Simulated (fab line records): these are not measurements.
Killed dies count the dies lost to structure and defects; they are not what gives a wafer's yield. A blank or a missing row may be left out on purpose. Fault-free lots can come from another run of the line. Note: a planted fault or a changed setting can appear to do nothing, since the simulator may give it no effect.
fab line records ; flow n5-finfet
[record] lots = 7; wafers = 21
route steps=1938 shown BEOL_M12@1648 BEOL_M13@1659 BEOL_M14@1716 MIM_BOT@1833
start-h: hours from the record's opening day to when the first of the lot's shown wafers began ; wait-h: time in hours since the lot's previous step ; " as in the row above ; L1.1+2: several wafers, shown together as one row ; - value missing, or start not given ; * or withheld: withheld ; < > ~ a bound
route shown NAME@n: a module of which the file shows steps, and the number in the route of the first ; usual: mean/standard deviation of fault-free wafers ; same: alike in all rows ; chamber/n: place in a boat ; sites: per-site readings ; _std_site: standard deviation across them ; _edge_site: inner sites' mean taken away from outer sites' mean ; radius-mm: for every site, how far away it sits from the centre of the wafer ; mask NAME#n: copy n ; behind: the tool/chamber that last shaped the wafer ; hold: why the lot went on hold/how many hours it stayed there/how the hold came to an end ; device: whichever transistor did not switch (one of n, p or np) ; end of line: the route-end tests of the same wafers ; for a step that has no rows: nothing shown but its recipe ; killed: the dies lost at the first sort to structure and to defects; this is not the yield of the wafer ; map: the dies of a wafer, with x for killed, . for not killed, _ for no die there
set.NAME: the setting that was run; set.NAME@STEP: the one run at that earlier step ; model.NAME: the simulator's own value behind a step, which no gauge read
lots whose settings were changed on purpose; a table a step, a row a wafer
[[steps]]
[step N5_BEOL_M12_SPUTTER_43]
[recipe] material = TaN; target-thk-a = 150; temp-c = 50; bias-v = 168.6; power-w = 15000; chamber-pressure-pa = 0.12; time-s = 24.19
lot.wafer;tool;chamber;start-h;wait-h;set.time-s;model.TaN_of_BEOL_M12_SPUTTER_43.thk-nm
L074.2+4;pvd-sputter-03;-;259.41;0.0;24.19;14.8
L074.5;pvd-sputter-03;-;259.41;0.0;24.19;15
L077.2;pvd-sputter-01;-;271.95;0.0;24.19;14.6
L077.4;pvd-sputter-01;-;271.95;0.0;24.19;14.8
L077.6;pvd-sputter-01;-;271.95;0.0;27.27;16.6
L076.1;pvd-sputter-02;-;272.34;0.0;24.19;14.8
L076.2;pvd-sputter-02;-;272.34;0.0;22.97;14
L076.6;pvd-sputter-02;-;272.34;0.0;22.97;14.2
L082.2;pvd-sputter-01;-;314.75;0.0;24.19;15
L082.3+4;pvd-sputter-01;-;314.75;0.0;24.19;14.8
L083.1+4;pvd-sputter-01;-;315.23;0.0;26.99;16.6
L083.3;pvd-sputter-01;-;315.23;0.0;24.19;15
L090.1+2+6;pvd-sputter-03;-;378.68;0.0;24.19;15
L095.1;pvd-sputter-02;-;383.58;0.0;24.19;15
L095.4+6;pvd-sputter-02;-;383.58;0.0;24.19;14.8
[step N5_BEOL_M13_ILD_DEP_00]
[recipe] material = SiOC; target-thk-a = 8379.2; temp-c = 350; precursor = DEMS/O2; pressure-torr = 5; rf-w = 500; time-s = 166.4
lot.wafer;tool;chamber;start-h;wait-h;set.time-s;model.SiOC_of_BEOL_M13_ILD_DEP_00.thk-nm
L074.2;pecvd-03;1;260.62;0.0;166.4;830.4
L074.4;pecvd-03;2;260.62;0.0;183.8;943
L074.5;pecvd-03;1;260.62;0.0;183.8;944.8
L077.2;pecvd-03;1;273.26;0.0;166.4;817.6
L077.4;pecvd-03;2;273.26;0.0;166.4;842.8
L077.6;pecvd-03;1;273.26;0.0;166.4;835.8
L076.1;pecvd-04;0;274.08;0.0;166.4;849.8
L076.2;pecvd-04;2;274.08;0.0;166.4;844.6
L076.6;pecvd-04;1;274.08;0.0;166.4;852
L082.2;pecvd-02;0;316.11;0.0;166.4;846.2
L082.3;pecvd-02;1;316.11;0.0;155.7;791.6
L082.4;pecvd-02;1;316.11;0.0;166.4;855.4
L083.1;pecvd-04;2;316.57;0.0;157.9;794
L083.3;pecvd-04;0;316.57;0.0;157.9;799.2
L083.4;pecvd-04;0;316.57;0.0;166.4;860.8
L090.1;pecvd-04;0;379.91;0.0;166.4;827
L090.2;pecvd-04;1;379.91;0.0;166.4;833.4
L090.6;pecvd-04;2;379.91;0.0;151.5;769.8
L095.1;pecvd-02;0;385.35;0.0;166.4;827.6
L095.4;pecvd-02;0;385.35;0.0;166.4;847.2
L095.6;pecvd-02;2;385.35;0.0;166.4;844.2
[step N5_BEOL_M13_THK_MEAS_01]
[recipe] reads = SiOC_of_BEOL_M13_ILD_DEP_00
[usual] M13_ILD_THK = 841/9.8
lot.wafer;tool;chamber;start-h;wait-h;set.time-s@BEOL_M13_ILD_DEP_00;M13_ILD_THK[nm]
L074.2;film-metro-02;-;260.77;0.1;166.4;830
L074.4;film-metro-02;-;260.77;0.1;183.8;943
L074.5;film-metro-02;-;260.77;0.1;183.8;945
L077.2;film-metro-01;-;273.41;0.1;166.4;818
L077.4;film-metro-01;-;273.41;0.1;166.4;842
L077.6;film-metro-01;-;273.41;0.1;166.4;836
L076.1;film-metro-02;-;274.23;0.1;166.4;849
L076.2;film-metro-02;-;274.23;0.1;166.4;844
L076.6;film-metro-02;-;274.23;0.1;166.4;853
L082.2;film-metro-02;-;316.27;0.1;166.4;846
L082.3;film-metro-02;-;316.27;0.1;155.7;792
L082.4;film-metro-02;-;316.27;0.1;166.4;855
L083.1;film-metro-02;-;316.72;0.1;157.9;794
L083.3;film-metro-02;-;316.72;0.1;157.9;800
L083.4;film-metro-02;-;316.72;0.1;166.4;861
L090.1;film-metro-01;-;380.06;0.1;166.4;827
L090.2;film-metro-01;-;380.06;0.1;166.4;834
L090.6;film-metro-01;-;380.06;0.1;151.5;770
L095.1;film-metro-02;-;385.56;0.2;166.4;828
L095.4;film-metro-02;-;385.56;0.2;166.4;847
L095.6;film-metro-02;-;385.56;0.2;166.4;844
[step N5_BEOL_M13_COAT_58]
[recipe] resist = BARC; temp-c = 205; time-s = 60; spin-rpm = 1500; resist-thk-nm = 89
[step N5_BEOL_M13_COAT_04]
[recipe] spin-rpm = 1625; resist-thk-nm = 400
[step N5_BEOL_M13_DESCUM_15]
[recipe] chemistry = O2; time-s = 7.9; source-power-w = 50; bias-power-w = 20; pressure-mtorr = 20; rf-frequency-hz = 2.712e+07; temp-c = 40; o2-flow-sccm = 225
[step N5_BEOL_M13_ETCH_59]
[recipe] chemistry = N2/H2; target = BARC; target-depth-a = 890; overetch-a = 267; time-s = 67.9; ion-energy-ev = 200; pressure-mtorr = 30; source-w = 840; bias-w = 150; n2-flow-sccm = 200; h2-flow-sccm = 200
[step N5_BEOL_M13_VIA_ETCH_16]
[recipe] chemistry = C4F8/O2/Ar; target = SiOC; pressure-mtorr = 30; source-w = 3000; bias-w = 700; Ar_flow_sccm = 400; C4F8_flow_sccm = 15; O2_flow_sccm = 8; he-inner-torr = 15; he-outer-torr = 30; target-depth-a = 9217; time-s = withheld; ion-energy-ev = 250; ends = cleared
lot.wafer;tool;chamber;start-h;wait-h;set.time-s@BEOL_M13_ILD_DEP_00;model.etch.depth-nm;model.coat_of_BEOL_M13_COAT_04.thk-nm
L074.2;rie-diel-04;3;261.42;0.1;*;830.4;72
L074.4;rie-diel-04;3;261.42;0.1;*;943.1;37
L074.5;rie-diel-04;0;261.42;0.1;*;944.8;37.8
L077.2;rie-diel-04;0;273.89;0.0;*;817.7;78
L077.4;rie-diel-04;2;273.89;0.0;*;842.7;69.2
L077.6;rie-diel-04;1;273.89;0.0;*;835.8;69.2
L076.1;rie-diel-04;2;274.71;0.0;*;849.8;66.4
L076.2;rie-diel-04;3;274.71;0.0;*;844.6;69.6
L076.6;rie-diel-04;0;274.71;0.0;*;852.1;68
L082.2;rie-diel-04;2;316.85;0.0;*;846.2;66.4
L082.3;rie-diel-04;3;316.85;0.0;*;791.6;82.6
L082.4;rie-diel-04;1;316.85;0.0;*;855.4;63.8
L083.1;rie-diel-05;2;317.46;0.0;*;794;85.8
L083.3;rie-diel-05;3;317.46;0.0;*;799.2;83.8
L083.4;rie-diel-05;1;317.46;0.0;*;860.8;65.4
L090.1;rie-diel-04;2;380.54;0.0;*;827;73
L090.2;rie-diel-04;1;380.54;0.0;*;833.5;70.6
L090.6;rie-diel-04;2;380.54;0.0;*;769.8;89.4
L095.1;rie-diel-05;2;386.24;0.0;*;827.6;76.4
L095.4;rie-diel-05;1;386.24;0.0;*;847.3;71.4
L095.6;rie-diel-05;0;386.24;0.0;*;844.2;73.6
[step N5_BEOL_M13_STRIP_63]
[recipe] chemistry = N2/H2; power-w = 1000; temp-c = 250; h2-frac = 0.65; overash-fraction = 0.3; pressure-mtorr = 1000; n2-flow-sccm = 1750; h2-flow-sccm = 3250
[usual] strip-time-to-endpoint-s = 27.6/0.97
lot.wafer;tool;chamber;start-h;wait-h;set.time-s@BEOL_M13_ILD_DEP_00;strip-time-to-endpoint-s
L074.2;plasma-asher-02;1;261.76;-;166.4;28.3
L074.4;plasma-asher-02;1;261.76;-;183.8;17.4
L074.5;plasma-asher-02;1;261.76;-;183.8;17.7
L077.2;plasma-asher-01;0;274.12;-;166.4;30.0
L077.4;plasma-asher-01;0;274.12;-;166.4;27.4
L077.6;plasma-asher-01;1;274.12;-;166.4;27.4
L076.1;plasma-asher-02;1;274.94;-;166.4;26.6
L076.2;plasma-asher-02;0;274.94;-;166.4;27.6
L076.6;plasma-asher-02;1;274.94;-;166.4;27.1
L082.2;plasma-asher-02;0;317.08;-;166.4;26.6
L082.3;plasma-asher-02;1;317.08;-;155.7;31.3
L082.4;plasma-asher-02;0;317.08;-;166.4;25.8
L083.1;plasma-asher-02;0;317.69;-;157.9;32.2
L083.3;plasma-asher-02;0;317.69;-;157.9;31.7
L083.4;plasma-asher-02;1;317.69;-;166.4;26.3
L090.1;plasma-asher-02;0;380.78;-;166.4;28.5
L090.2;plasma-asher-02;1;380.78;-;166.4;27.9
L090.6;plasma-asher-02;1;380.78;-;151.5;33.2
L095.1;plasma-asher-02;1;386.48;-;166.4;29.5
L095.4;plasma-asher-02;1;386.48;-;166.4;28.1
L095.6;plasma-asher-02;1;386.48;-;166.4;28.7
[step N5_BEOL_M14_ILD_DEP_00]
[recipe] material = SiO2; target-thk-a = 11193; temp-c = 400; precursor = TEOS/O2; pressure-torr = 6.5; rf-w = 900; teos-flow-sccm = 161.4; gas = O2; flow-sccm = 2650; time-s = 237.4
lot.wafer;tool;chamber;start-h;wait-h;set.time-s;model.SiO2_of_BEOL_M14_ILD_DEP_00.thk-nm
L074.2;pecvd-04;2;269.43;0.0;237.4;1116
L074.4;pecvd-04;2;269.43;0.0;237.4;1122
L074.5;pecvd-04;1;269.43;0.0;237.4;1131
L077.2;pecvd-03;1;286.96;0.0;226.6;1071
L077.4;pecvd-03;2;286.96;0.0;237.4;1135
L077.6;pecvd-03;1;286.96;0.0;226.6;1088
L076.1;pecvd-03;1;288.30;0.0;237.4;1112
L076.2;pecvd-03;0;288.30;0.0;268.1;1251
L076.6;pecvd-03;2;288.30;0.0;237.4;1126
L082.2;pecvd-03;2;320.02;0.0;237.4;1113
L082.3;pecvd-03;0;320.02;0.0;237.4;1107
L082.4;pecvd-03;0;320.02;0.0;215.5;1018
L083.1;pecvd-03;0;323.93;0.0;237.4;1118
L083.3;pecvd-03;2;323.93;0.0;237.4;1107
L083.4;pecvd-03;0;323.93;0.0;237.4;1133
L090.1;pecvd-03;0;385.32;0.0;237.4;1099
L090.2;pecvd-03;1;385.32;0.0;237.4;1098
L090.6;pecvd-03;1;385.32;0.0;237.4;1119
L095.1;pecvd-01;1;390.65;0.0;237.4;1100
L095.4;pecvd-01;2;390.65;0.0;237.4;1129
L095.6;pecvd-01;2;390.65;0.0;237.4;1121
[step N5_BEOL_M14_THK_MEAS_01]
[recipe] reads = SiO2_of_BEOL_M14_ILD_DEP_00
[usual] M14_ILD_THK = 1117/14
lot.wafer;tool;chamber;start-h;wait-h;set.time-s@BEOL_M14_ILD_DEP_00;M14_ILD_THK[nm]
L074.2;film-metro-01;-;269.62;0.1;237.4;1117
L074.4;film-metro-01;-;269.62;0.1;237.4;1122
L074.5;film-metro-01;-;269.62;0.1;237.4;1130
L077.2;film-metro-01;-;287.15;0.1;226.6;1071
L077.4;film-metro-01;-;287.15;0.1;237.4;1136
L077.6;film-metro-01;-;287.15;0.1;226.6;1088
L076.1;film-metro-02;-;288.49;0.1;237.4;1111
L076.2;film-metro-02;-;288.49;0.1;268.1;1250
L076.6;film-metro-02;-;288.49;0.1;237.4;1127
L082.2;film-metro-01;-;320.21;0.1;237.4;1113
L082.3;film-metro-01;-;320.21;0.1;237.4;1106
L082.4;film-metro-01;-;320.21;0.1;215.5;1018
L083.1;film-metro-02;-;324.12;0.1;237.4;1118
L083.3;film-metro-02;-;324.12;0.1;237.4;1108
L083.4;film-metro-02;-;324.12;0.1;237.4;1133
L090.1;film-metro-02;-;385.51;0.1;237.4;1098
L090.2;film-metro-02;-;385.51;0.1;237.4;1099
L090.6;film-metro-02;-;385.51;0.1;237.4;1120
L095.1;film-metro-02;-;390.92;0.2;237.4;1100
L095.4;film-metro-02;-;390.92;0.2;237.4;1130
L095.6;film-metro-02;-;390.92;0.2;237.4;1121
[step N5_BEOL_M14_COAT_04]
[recipe] spin-rpm = 1704; resist-thk-nm = 800
lot.wafer;tool;chamber;start-h;wait-h;set.spin-rpm;model.coat_of_BEOL_M14_COAT_04.thk-nm
L074.2;litho-track-05;0;-;-;1704;797.8
L074.4;litho-track-05;0;-;-;1704;796.4
L074.5;litho-track-05;0;-;-;1760;786.6
L077.2;litho-track-04;0;-;-;1704;802.8
L077.4;litho-track-04;0;-;-;1642;817.8
L077.6;litho-track-04;0;-;-;1704;803.2
L076.1;litho-track-04;0;-;-;1814;777
L076.2;litho-track-04;0;-;-;1704;802.6
L076.6;litho-track-04;0;-;-;1814;778.4
L082.2;litho-track-05;0;-;-;1704;792.8
L082.3;litho-track-05;0;-;-;1704;794.4
L082.4;litho-track-05;0;-;-;1704;795
L083.1;litho-track-04;0;-;-;1584;833
L083.3;litho-track-04;0;-;-;1584;832
L083.4;litho-track-04;0;-;-;1704;803.2
L090.1;litho-track-05;0;-;-;1552;840
L090.2;litho-track-05;0;-;-;1552;840.2
L090.6;litho-track-05;0;-;-;1704;803
L095.1;litho-track-04;0;-;-;1704;801.8
L095.4;litho-track-04;0;-;-;1704;804
L095.6;litho-track-04;0;-;-;1704;799.4
[step N5_BEOL_M14_EBR_06]
[recipe] solvent = PGMEA; ebr-width-mm = 1.5
[step N5_BEOL_M14_SOFTBAKE_05]
[recipe] temp-c = 130; time-s = 60
[step N5_BEOL_M14_DESCUM_15]
[recipe] chemistry = O2; time-s = 7.9; source-power-w = 50; bias-power-w = 20; pressure-mtorr = 20; rf-frequency-hz = 2.712e+07; temp-c = 40; o2-flow-sccm = 225
[step N5_BEOL_M14_ETCH_59]
[recipe] chemistry = N2/H2; target = BARC; target-depth-a = 890; overetch-a = 267; time-s = 67.9; ion-energy-ev = 200; pressure-mtorr = 30; source-w = 840; bias-w = 150; n2-flow-sccm = 200; h2-flow-sccm = 200
[step N5_BEOL_M14_VIA_ETCH_16]
[recipe] chemistry = C4F8/O2/Ar; target = SiO2; he-inner-torr = 15; he-outer-torr = 30; target-depth-a = 12313; time-s = withheld; ion-energy-ev = 800; pressure-mtorr = 20; source-w = 1905; bias-w = 2040; Ar_flow_sccm = 400; C4F8_flow_sccm = 16; O2_flow_sccm = 12; ends = cleared
lot.wafer;tool;chamber;start-h;wait-h;set.time-s@BEOL_M14_ILD_DEP_00;set.spin-rpm@BEOL_M14_COAT_04;model.coat_of_BEOL_M14_COAT_04.thk-nm;model.etch.depth-nm
L074.2;rie-diel-01;0;270.22;0.0;*;1704;452.2;1116
L074.4;rie-diel-01;1;270.22;0.0;*;1704;448.2;1122
L074.5;rie-diel-01;2;270.22;0.0;*;1760;437;1131
L077.2;rie-diel-01;3;287.63;0.0;*;1704;466.2;1071
L077.4;rie-diel-01;2;287.63;0.0;*;1642;466.6;1135
L077.6;rie-diel-01;0;287.63;0.0;*;1704;463.2;1088
L076.1;rie-diel-02;1;289.00;0.0;*;1814;434;1112
L076.2;rie-diel-02;2;289.00;0.0;*;1704;422.6;1251
L076.6;rie-diel-02;1;289.00;0.0;*;1814;432;1126
L082.2;rie-diel-03;1;320.69;0.0;*;1704;448.2;1113
L082.3;rie-diel-03;3;320.69;0.0;*;1704;451.8;1107
L082.4;rie-diel-03;1;320.69;0.0;*;1704;471.8;1018
L083.1;rie-diel-02;3;324.73;0.0;*;1584;485.6;1118
L083.3;rie-diel-02;2;324.73;0.0;*;1584;486;1107
L083.4;rie-diel-02;0;324.73;0.0;*;1704;453.2;1133
L090.1;rie-diel-02;0;386.23;0.0;*;1552;498;1099
L090.2;rie-diel-02;3;386.23;0.0;*;1552;496.8;1098
L090.6;rie-diel-02;3;386.23;0.0;*;1704;455.4;1119
L095.1;rie-diel-01;3;391.88;0.0;*;1704;457.8;1100
L095.4;rie-diel-01;0;391.88;0.0;*;1704;455.2;1129
L095.6;rie-diel-01;0;391.88;0.0;*;1704;452.8;1121
[step N5_BEOL_M14_PEB_26]
[recipe] peb-temp-c = 130; peb-time-s = 90
lot.wafer;tool;chamber;start-h;wait-h;set.peb-temp-c
L074.2+4+5;litho-track-05;0;270.91;0.0;130
L077.2;litho-track-04;0;288.32;0.0;130
L077.4+6;litho-track-04;0;288.32;0.0;133.2
L076.1+6;litho-track-04;0;289.56;0.1;132.5
L076.2;litho-track-04;0;289.56;0.1;130
L082.2+3;litho-track-05;0;321.25;0.0;130
L082.4;litho-track-05;0;321.25;0.0;131.1
L083.1+3+4;litho-track-05;0;325.29;0.1;130
L090.1+2;litho-track-05;0;386.91;0.1;130
L090.6;litho-track-05;0;386.91;0.1;133.5
L095.1+4+6;litho-track-05;0;392.57;0.1;130
[step N5_BEOL_M14_DEVELOP_27]
[recipe] develop-time-s = 45; rinse-liquid = diw; dry = air-spin; dev-temp-c = 21
[step N5_BEOL_M14_HARDBAKE_32]
[recipe] temp-c = 130; time-s = 120
[step N5_BEOL_M14_CD_MEAS_28]
[recipe] target-cd-nm = 284.4; landing-energy-ev = 500; detector = se-inlens
[usual] cd-nm = 283.7/1.5
lot.wafer;tool;chamber;start-h;wait-h;set.peb-temp-c@BEOL_M14_PEB_26;cd-nm
L074.2;cd-sem-01;0;271.02;-;130;282.9
L074.4;cd-sem-01;0;271.02;-;130;284.3
L074.5;cd-sem-01;0;271.02;-;130;285.5
L077.2;cd-sem-03;0;288.43;-;130;284.8
L077.4;cd-sem-03;0;288.43;-;133.2;300.6
L077.6;cd-sem-03;0;288.43;-;133.2;297.3
L076.1;cd-sem-03;0;289.68;-;132.5;295.4
L076.2;cd-sem-03;0;289.68;-;130;284.1
L076.6;cd-sem-03;0;289.68;-;132.5;294.3
L082.2;cd-sem-03;0;321.37;-;130;282.1
L082.3;cd-sem-03;0;321.37;-;130;282.8
L082.4;cd-sem-03;0;321.37;-;131.1;287.3
L083.1;cd-sem-03;0;325.41;-;130;282.8
L083.3;cd-sem-03;0;325.41;-;130;283.2
L083.4;cd-sem-03;0;325.41;-;130;282.3
L090.1;cd-sem-03;0;387.03;-;130;283.4
L090.2;cd-sem-03;0;387.03;-;130;280.8
L090.6;cd-sem-03;0;387.03;-;133.5;297.6
L095.1;cd-sem-01;0;392.68;-;130;283.3
L095.4;cd-sem-01;0;392.68;-;130;285.7
L095.6;cd-sem-01;0;392.68;-;130;285.3
[step N5_BEOL_M14_DESCUM_33]
[recipe] chemistry = O2; time-s = 7.9; source-power-w = 50; bias-power-w = 20; pressure-mtorr = 20; rf-frequency-hz = 2.712e+07; temp-c = 40; o2-flow-sccm = 225
lot.wafer;tool;chamber;start-h;wait-h;set.peb-temp-c@BEOL_M14_PEB_26;model.BEOL_M14.cd-nm
L074.2;rie-diel-01;3;271.11;0.0;130;283
L074.4;rie-diel-01;1;271.11;0.0;130;284
L074.5;rie-diel-01;1;271.11;0.0;130;285.2
L077.2;rie-diel-01;0;288.52;0.0;130;284.8
L077.4;rie-diel-01;2;288.52;0.0;133.2;300.2
L077.6;rie-diel-01;1;288.52;0.0;133.2;297.4
L076.1;rie-diel-03;3;289.78;0.0;132.5;295
L076.2;rie-diel-03;2;289.78;0.0;130;283.8
L076.6;rie-diel-03;3;289.78;0.0;132.5;294.2
L082.2;rie-diel-03;0;321.83;0.4;130;281.6
L082.3;rie-diel-03;1;321.83;0.4;130;283
L082.4;rie-diel-03;3;321.83;0.4;131.1;287.4
L083.1;rie-diel-01;1;325.50;0.0;130;283
L083.3;rie-diel-01;2;325.50;0.0;130;283.2
L083.4;rie-diel-01;3;325.50;0.0;130;282.4
L090.1;rie-diel-01;2;387.12;0.0;130;283.4
L090.2;rie-diel-01;1;387.12;0.0;130;280.8
L090.6;rie-diel-01;2;387.12;0.0;133.5;297.4
L095.1;rie-diel-03;0;392.77;0.0;130;283.6
L095.4;rie-diel-03;2;392.77;0.0;130;285.6
L095.6;rie-diel-03;0;392.77;0.0;130;285.2
[step N5_BEOL_M14_ETCH_67]
[recipe] chemistry = CF4; target = SiARC; target-depth-a = 1430; time-s = 238.3; ion-energy-ev = 80; pressure-mtorr = 40; source-w = 545; bias-w = 36; Ar_flow_sccm = 100; cf4-flow-sccm = 100; ends = cleared
[step N5_BEOL_M14_ETCH_68]
[recipe] chemistry = N2/H2; target = SOC; mask-material = SiARC; source-w = 3000; bias-w = 350; temp-c = 40; time-s = 450; ion-energy-ev = 200; pressure-mtorr = 30; n2-flow-sccm = 200; h2-flow-sccm = 200
lot.wafer;tool;chamber;start-h;wait-h;set.peb-temp-c@BEOL_M14_PEB_26;model.BEOL_M14.cd-nm
L074.2+4;rie-diel-01;3,1;271.29;0.1;130;279.2
L074.5;rie-diel-01;1;271.29;0.1;130;280.6
L077.2;rie-diel-01;0;288.70;0.1;130;279.6
L077.4;rie-diel-01;2;288.70;0.1;133.2;296.8
L077.6;rie-diel-01;1;288.70;0.1;133.2;291.6
L076.1;rie-diel-03;3;289.96;0.1;132.5;292.4
L076.2;rie-diel-03;2;289.96;0.1;130;281.2
L076.6;rie-diel-03;3;289.96;0.1;132.5;291.8
L082.2;rie-diel-03;0;322.01;0.1;130;279.2
L082.3;rie-diel-03;1;322.01;0.1;130;278.8
L082.4;rie-diel-03;3;322.01;0.1;131.1;282.8
L083.1;rie-diel-01;1;325.68;0.1;130;277.8
L083.3;rie-diel-01;2;325.68;0.1;130;281.2
L083.4;rie-diel-01;3;325.68;0.1;130;278.4
L090.1;rie-diel-01;2;387.30;0.1;130;279.8
L090.2;rie-diel-01;1;387.30;0.1;130;276
L090.6;rie-diel-01;2;387.30;0.1;133.5;294.6
L095.1;rie-diel-03;0;392.95;0.1;130;279.6
L095.4;rie-diel-03;2;392.95;0.1;130;280.4
L095.6;rie-diel-03;0;392.95;0.1;130;281
[step N5_BEOL_M14_TRENCH_ETCH_34]
[recipe] chemistry = C4F8/O2/Ar; target = SiO2; target-depth-a = 5566.5; mask-material = SOC; he-inner-torr = 15; he-outer-torr = 30; time-s = 126.9; ion-energy-ev = 800; pressure-mtorr = 20; source-w = 1905; bias-w = 2040; Ar_flow_sccm = 400; C4F8_flow_sccm = 16; O2_flow_sccm = 12
[usual] rf-vpp-V = 2225/18
lot.wafer;tool;chamber;start-h;wait-h;set.bias-w;set.peb-temp-c@BEOL_M14_PEB_26;rf-vpp-V;model.BEOL_M14.cd-nm
L074.2;rie-diel-01;3;271.57;0.0;2401;130;2524;279.4
L074.4;rie-diel-01;1;271.57;0.0;2040;130;2228;279
L074.5;rie-diel-01;1;271.57;0.0;2040;130;2229;280.4
L077.2;rie-diel-01;0;288.98;0.0;2040;130;2214;279.4
L077.4;rie-diel-01;2;288.98;0.0;1767;133.2;2021;296.8
L077.6;rie-diel-01;1;288.98;0.0;1767;133.2;2013;291.4
L076.1;rie-diel-03;3;290.23;0.0;2040;132.5;2230;292.4
L076.2;rie-diel-03;2;290.23;0.0;2040;130;2195;280.8
L076.6;rie-diel-03;3;290.23;0.0;1860;132.5;2091;291.8
L082.2;rie-diel-03;0;322.29;0.0;1793;130;2015;278.8
L082.3;rie-diel-03;1;322.29;0.0;1793;130;2017;279.4
L082.4;rie-diel-03;3;322.29;0.0;1793;131.1;2035;283
L083.1;rie-diel-01;1;325.95;0.0;2040;130;2228;277.6
L083.3;rie-diel-01;2;325.95;0.0;2298;130;2426;281.2
L083.4;rie-diel-01;3;325.95;0.0;2298;130;2449;278.4
L090.1;rie-diel-01;2;387.57;0.0;2040;130;2236;280.2
L090.2;rie-diel-01;1;387.57;0.0;2145;130;2303;275.8
L090.6;rie-diel-01;2;387.57;0.0;2040;133.5;2236;294.8
L095.1;rie-diel-03;0;393.23;0.0;2040;130;2208;279.6
L095.4;rie-diel-03;2;393.23;0.0;2040;130;2191;280.4
L095.6;rie-diel-03;0;393.23;0.0;2040;130;2207;281
[step N5_MIM_BOT_SPUTTER_00]
[recipe] material = TiN; target-thk-a = 350; temp-c = 200; power-w = 3000; chamber-pressure-pa = 0.49996; gas = Ar; reactive-partial-pa = 0.37997; time-s = 89.7
lot.wafer;tool;chamber;start-h;wait-h;set.time-s;model.TiN_of_MIM_BOT_SPUTTER_00.thk-nm
L074.2+5;pvd-sputter-02;-;291.18;0.0;100.4;39.2
L074.4;pvd-sputter-02;-;291.18;0.0;89.7;35
L077.2+4;pvd-sputter-01;-;305.16;0.0;89.7;35.4
L077.6;pvd-sputter-01;-;305.16;0.0;93.58;36.8
L076.1;pvd-sputter-02;-;307.68;0.0;101.4;39.6
L076.2;pvd-sputter-02;-;307.68;0.0;89.7;34.6
L076.6;pvd-sputter-02;-;307.68;0.0;89.7;34.8
L082.2;pvd-sputter-02;-;335.21;0.0;89.7;35.2
L082.3;pvd-sputter-02;-;335.21;0.0;89.7;35.4
L082.4;pvd-sputter-02;-;335.21;0.0;77.3;30.8
L083.1;pvd-sputter-03;-;335.23;0.0;95.66;37
L083.3;pvd-sputter-03;-;335.23;0.0;89.7;34.4
L083.4;pvd-sputter-03;-;335.23;0.0;89.7;34.6
L090.1+2;pvd-sputter-01;-;399.89;0.0;89.7;35.2
L090.6;pvd-sputter-01;-;399.89;0.0;89.7;34.8
L095.1;pvd-sputter-02;-;403.96;0.0;89.7;34.6
L095.4;pvd-sputter-02;-;403.96;0.0;89.7;34.2
L095.6;pvd-sputter-02;-;403.96;0.0;89.7;34.4
[[key]]
[split] step = N5_BEOL_M12_SPUTTER_43; setting = time-s; stated = 24.19; by = wafer
[response] step = N5_BEOL_M12_SPUTTER_43; reading = model.TaN_of_BEOL_M12_SPUTTER_43.thk-nm; change = +0.144; per = 1%; r = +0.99
[split] step = N5_BEOL_M13_ILD_DEP_00; setting = time-s; stated = 166.4; by = wafer
[response] step = N5_BEOL_M13_ILD_DEP_00; reading = model.SiOC_of_BEOL_M13_ILD_DEP_00.thk-nm; change = +9.48; per = 1%; r = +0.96
[response] step = N5_BEOL_M13_THK_MEAS_01; reading = M13_ILD_THK; change = +9.51; per = 1%; r = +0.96
[response] step = N5_BEOL_M13_VIA_ETCH_16; reading = model.etch.depth-nm; change = +9.49; per = 1%; r = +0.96
[response] step = N5_BEOL_M13_VIA_ETCH_16; reading = model.coat_of_BEOL_M13_COAT_04.thk-nm; change = -2.84; per = 1%; r = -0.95
[response] step = N5_BEOL_M13_STRIP_63; reading = strip-time-to-endpoint-s; change = *; per = 1%; r = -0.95
[split] step = N5_BEOL_M14_ILD_DEP_00; setting = time-s; stated = 237.4; by = wafer
[response] step = N5_BEOL_M14_ILD_DEP_00; reading = model.SiO2_of_BEOL_M14_ILD_DEP_00.thk-nm; change = +10.3; per = 1%; r = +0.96
[response] step = N5_BEOL_M14_THK_MEAS_01; reading = M14_ILD_THK; change = +10.3; per = 1%; r = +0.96
[response] step = N5_BEOL_M14_VIA_ETCH_16; reading = model.etch.depth-nm; change = +10.3; per = 1%; r = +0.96
[response] step = N5_BEOL_M14_VIA_ETCH_16; reading = model.coat_of_BEOL_M14_COAT_04.thk-nm; slope = -2.84; per = 1%; together-with = spin-rpm@BEOL_M14_COAT_04; explained = 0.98
[split] step = N5_BEOL_M14_COAT_04; setting = spin-rpm; stated = 1704; by = wafer
[response] step = N5_BEOL_M14_COAT_04; reading = model.coat_of_BEOL_M14_COAT_04.thk-nm; change = -4.04; per = 1%; r = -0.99
[response] step = N5_BEOL_M14_VIA_ETCH_16; reading = model.coat_of_BEOL_M14_COAT_04.thk-nm; slope = -4.47; per = 1%; together-with = time-s@BEOL_M14_ILD_DEP_00; explained = 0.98
[split] step = N5_BEOL_M14_PEB_26; setting = peb-temp-c; stated = 130; by = wafer
[response] step = N5_BEOL_M14_CD_MEAS_28; reading = cd-nm; change = +5.7; per = 1%; r = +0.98
[response] step = N5_BEOL_M14_DESCUM_33; reading = model.BEOL_M14.cd-nm; change = +5.68; per = 1%; r = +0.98
[response] step = N5_BEOL_M14_ETCH_68; reading = model.BEOL_M14.cd-nm; change = +5.93; per = 1%; r = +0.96
[response] step = N5_BEOL_M14_TRENCH_ETCH_34; reading = model.BEOL_M14.cd-nm; change = +6.01; per = 1%; r = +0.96
[split] step = N5_BEOL_M14_TRENCH_ETCH_34; setting = bias-w; stated = 2040; by = wafer
[response] step = N5_BEOL_M14_TRENCH_ETCH_34; reading = rf-vpp-V; change = +15.8; per = 1%; r = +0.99
[split] step = N5_MIM_BOT_SPUTTER_00; setting = time-s; stated = 89.7; by = wafer
[response] step = N5_MIM_BOT_SPUTTER_00; reading = model.TiN_of_MIM_BOT_SPUTTER_00.thk-nm; change = +0.351; per = 1%; r = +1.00
